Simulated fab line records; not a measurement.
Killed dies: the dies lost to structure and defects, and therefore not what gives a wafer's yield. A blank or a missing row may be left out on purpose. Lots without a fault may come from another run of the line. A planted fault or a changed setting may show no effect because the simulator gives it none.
A lot that was struck, set against a sound lot :: flow nandHarc :: 20 out of 1302 route steps
Sound: these wafers, L879.1, L879.3, L879.6. Wafers struck: L899.1, L899.3, L899.6. The cause comes at the end.
At each step with rows: each side's tool, then ch and its chambers, then its first start. Under that, the readings that differ: sound wafers :: struck wafers :: difference of the means :: sigmas: that difference in standard deviations of wafers without a fault.
alike: readings with means less than 2 such deviations apart, plus words and numbers identical on both sides. not compared: withheld readings, readings lacking a value on some wafer, bounds such as >300 that could conceal the same value, and numbers that have no deviation in the record and whose values overlap.
The two part at a step that has a row with sigmas, a row that says differs or no value, or rows on one side only. Non-overlapping numbers with no deviation appear without sigmas and do not part them. A reading missing from all wafers of one side parts the sides only when that side holds two or more wafers.

first, 10 steps without rows for these wafers: NHARC_P_M0_SRD_25; NHARC_P_M0_PRE_CLEAN_31 (time 12 s); NHARC_P_M0_DEP_32 (deposits SiCN, target thk 30 nm); NHARC_P_M1_DEP_00 (deposits SiOC, target thk 182.5 nm); NHARC_P_M1_DEHYDRATE_01 (time 120 s); NHARC_P_M1_HMDS_02 (time 30 s); NHARC_P_M1_COAT_34 (time 65 s); NHARC_P_M1_COAT_03 (resist thk 90 nm); NHARC_P_M1_SOFTBAKE_04 (time 55 s); NHARC_P_M1_EBR_05.
NHARC_P_M1_EXPOSE_06: exposes mask P M1, target cd 130 nm.
  sound on arfiScanner-01 ch 0, day 6 05:26; struck on arfiScanner-01 ch 0, day 14 18:44
reading: exposureDoseMJCm2
sound: 81.82 81.99 82.02
struck: 79.60 79.66 79.66
difference: -2.30
sigmas: -24
  alike: mask, reticleTempC
then, 2 steps without rows for these wafers: NHARC_P_M1_PEB_07 (peb time 65 s); NHARC_P_M1_DEVELOP_08 (develop time 35 s).
NHARC_P_M1_DESCUM_14: chemistry O2, time 3 s.
  sound on rieDiel-13 ch 0,3, day 6 05:46; struck on rieDiel-13 ch 0,3, day 14 19:04
  alike: drypumpMotorCurrentA, oesProductAu, rfVppV, showerheadPlenumPTorr, throttleValvePct
  not compared: rfHoursCounterH, model.P_M1.cdNm
then, 3 steps without rows for these wafers: NHARC_P_M1_ETCH_35 (etches the open film in N2/H2, target depth 40 nm, overetch 12 nm, time 43.94 s); NHARC_P_M1_ETCH_15 (etches the open film in C4F8/Ar, target depth 182.5 nm, time 91.2 s); NHARC_P_M1_STRIP_18 (strips in N2/H2).
NHARC_P_M1_ETCH_28: etches the open film in CF4/N2, target depth 30 nm, time 72.99 s.
  sound: rieDiel-05 ch 2,3; struck: rieDiel-13 ch 0,1
  alike: drypumpMotorCurrentA, oesProductAu, rfVppV, showerheadPlenumPTorr, throttleValvePct
  not compared: rfHoursCounterH, model.P_M1.cdNm
then, 1 step without rows for these wafers: NHARC_P_M1_STRIP_19 (strips in post etch residue remover, time 600 s).
NHARC_END_SORT_01:
  the record has rows for the sound wafers here (prober-02 ch 0, day 24 16:10) and none for the struck ones

WHERE THEY PART
Earliest at NHARC_P_M1_EXPOSE_06; latest, in this record, at NHARC_END_SORT_01.

WHY: what the simulator had put in
Process parameter drift: arfiScanner-01, from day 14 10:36 on, at NHARC_P_M1_EXPOSE_06. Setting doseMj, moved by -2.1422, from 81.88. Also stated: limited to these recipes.
